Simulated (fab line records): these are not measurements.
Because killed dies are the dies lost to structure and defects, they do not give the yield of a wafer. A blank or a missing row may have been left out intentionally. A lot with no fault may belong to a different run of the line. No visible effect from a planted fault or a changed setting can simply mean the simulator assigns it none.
Comparing a struck lot with a sound one | flow n5_finfet | 36 out of 1938 route steps
Sound: these wafers, L891.1, L891.3, L891.5. Wafers struck: L881.1, L881.4, L881.5. The cause is named last.
Each step with rows lists, per side, the tool, then ch with its chambers, then its first start. Under that, the readings that differ: sound wafers | struck wafers | difference of the means | sigmas: that difference in standard deviations of wafers without a fault.
alike: same words and numbers on both sides, and readings whose means sit less than 2 such deviations apart. not compared: any withheld reading, any reading some wafer has no value for, any bound like >300 that may hide the same value, and any number with overlapping values for which the record gives no deviation.
Wherever a step has rows on one side only, a row that says differs or no value, or a row with sigmas, the two part there. Non-overlapping numbers with no deviation appear without sigmas and do not part them. A reading missing from all wafers of one side parts the sides only when that side holds two or more wafers.

first, 9 steps without rows for these wafers: N5_BEOL_M13_PRE_CLEAN_42 (time 30 s); N5_BEOL_M13_SPUTTER_43 (material TaN, target thk 15 nm, time 24.19 s); N5_BEOL_M13_SPUTTER_44 (material Ta, target thk 10 nm, time 16.13 s); N5_BEOL_M13_SPUTTER_45 (material Cu, target thk 80 nm, time 13.33 s); N5_BEOL_M13_ECD_47 (material Cu, target thk 936 nm); N5_BEOL_M13_ANNEAL_48 (time 90 s); N5_BEOL_M13_CMP_49 (polishes, stops on SiOC, t overpolish 17.1 s, target thk 420 nm); N5_BEOL_M13_PRE_CLEAN_52 (time 15 s); N5_BEOL_M13_DEP_53 (deposits SiCN from 3MS/NH3, target thk 50 nm, time 17.8 s).
N5_BEOL_M14_ILD_DEP_00: deposits SiO2 from TEOS/O2, target thk 1119.3 nm, time 237.4 s.
  sound on pecvd-04 ch 1,2, day 16 04:39; struck on pecvd-03 ch 1,2, day 13 00:52
  reading                                       | sound          | struck         | difference | sigmas
  model.SiO2_of_BEOL_M14_ILD_DEP_00.thk_nm (nm) | 1105 1102 1137 | 1646 1655 1649 | +535       |
  alike: heater_power_outer_w, heater_power_w, showerhead_plenum_p_Torr, showerhead_vpp_V, throttle_valve_pct
N5_BEOL_M14_THK_MEAS_01:
  sound: film_metro-02 at day 16 04:50; struck: film_metro-01 at day 13 01:08
  reading          | sound          | struck         | difference | sigmas
  M14_ILD_THK (nm) | 1105 1101 1137 | 1646 1655 1650 | +536       | +30
then, 10 steps without rows for these wafers: N5_BEOL_M14_COAT_58 (time 60 s, resist thk 89 nm); N5_BEOL_M14_COAT_04 (resist thk 800 nm); N5_BEOL_M14_EBR_06; N5_BEOL_M14_SOFTBAKE_05 (time 60 s); N5_BEOL_M14_EXPOSE_07 (exposes mask V13); N5_BEOL_M14_PEB_08 (peb time 90 s); N5_BEOL_M14_DEVELOP_09 (develop time 45 s); N5_BEOL_M14_HARDBAKE_14 (time 120 s); N5_BEOL_M14_DESCUM_15 (chemistry O2, time 7.9 s); N5_BEOL_M14_ETCH_59 (etches BARC in N2/H2, target depth 89 nm, overetch 26.7 nm, time 67.9 s).
N5_BEOL_M14_VIA_ETCH_16: etches SiO2 in C4F8/O2/Ar, target depth 1231.3 nm.
  sound on rie_diel-02 ch 0,1,3, day 16 05:26; struck on rie_diel-02 ch 1,2,3, day 13 01:46
  reading                                    | sound             | struck            | difference | sigmas
  model.etch.depth_nm (nm)                   | 1105 1102 1137    | 1646 1655 1649    | +535       |
  model.coat_of_BEOL_M14_COAT_04.thk_nm (nm) | 463.2 464.4 445.8 | 335.2 331.2 333.6 | -124.5     |
  alike: chamber_pressure_mTorr, drypump_motor_current_A, oes_product_au, rf_vpp_V, showerhead_plenum_p_Torr, throttle_valve_pct
then, 13 steps without rows for these wafers: N5_BEOL_M14_STRIP_63 (strips in O2); N5_BEOL_M14_STRIP_64 (strips in O2); N5_BEOL_M14_STRIP_71 (strips in post etch residue remover, time 60 s); N5_BEOL_M14_SRD_72 (time 30 s, dry time 30 s); N5_BEOL_M14_COAT_65 (time 60 s, resist thk 450 nm); N5_BEOL_M14_COAT_66 (time 60 s, resist thk 110 nm); N5_BEOL_M14_COAT_22 (resist thk 300 nm); N5_BEOL_M14_EBR_24; N5_BEOL_M14_SOFTBAKE_23 (time 60 s); N5_BEOL_M14_EXPOSE_25 (exposes mask M14, target cd 280 nm); N5_BEOL_M14_PEB_26 (peb time 90 s); N5_BEOL_M14_DEVELOP_27 (develop time 45 s); N5_BEOL_M14_HARDBAKE_32 (time 120 s).
N5_BEOL_M14_CMP_49: polishes, stops on SiO2, t overpolish 5.2 s, target thk 560 nm.
  sound on cmp-01 ch 0,3, day 16 09:45; struck on cmp-01 ch 1,2, day 13 08:11
  reading                                       | sound          | struck         | difference | sigmas
  model.SiO2_of_BEOL_M14_ILD_DEP_00.thk_nm (nm) | 1024 1018 1061 | 1570 1576 1570 | +538       |
  alike: head_pressure_psi, motor_current_A

## WHERE THEY PART
N5_BEOL_M14_THK_MEAS_01 only, going by this record. Later steps at which nothing parts them and some readings are alike: N5_BEOL_M14_VIA_ETCH_16, N5_BEOL_M14_CMP_49.

WHY: the cause the simulator had injected
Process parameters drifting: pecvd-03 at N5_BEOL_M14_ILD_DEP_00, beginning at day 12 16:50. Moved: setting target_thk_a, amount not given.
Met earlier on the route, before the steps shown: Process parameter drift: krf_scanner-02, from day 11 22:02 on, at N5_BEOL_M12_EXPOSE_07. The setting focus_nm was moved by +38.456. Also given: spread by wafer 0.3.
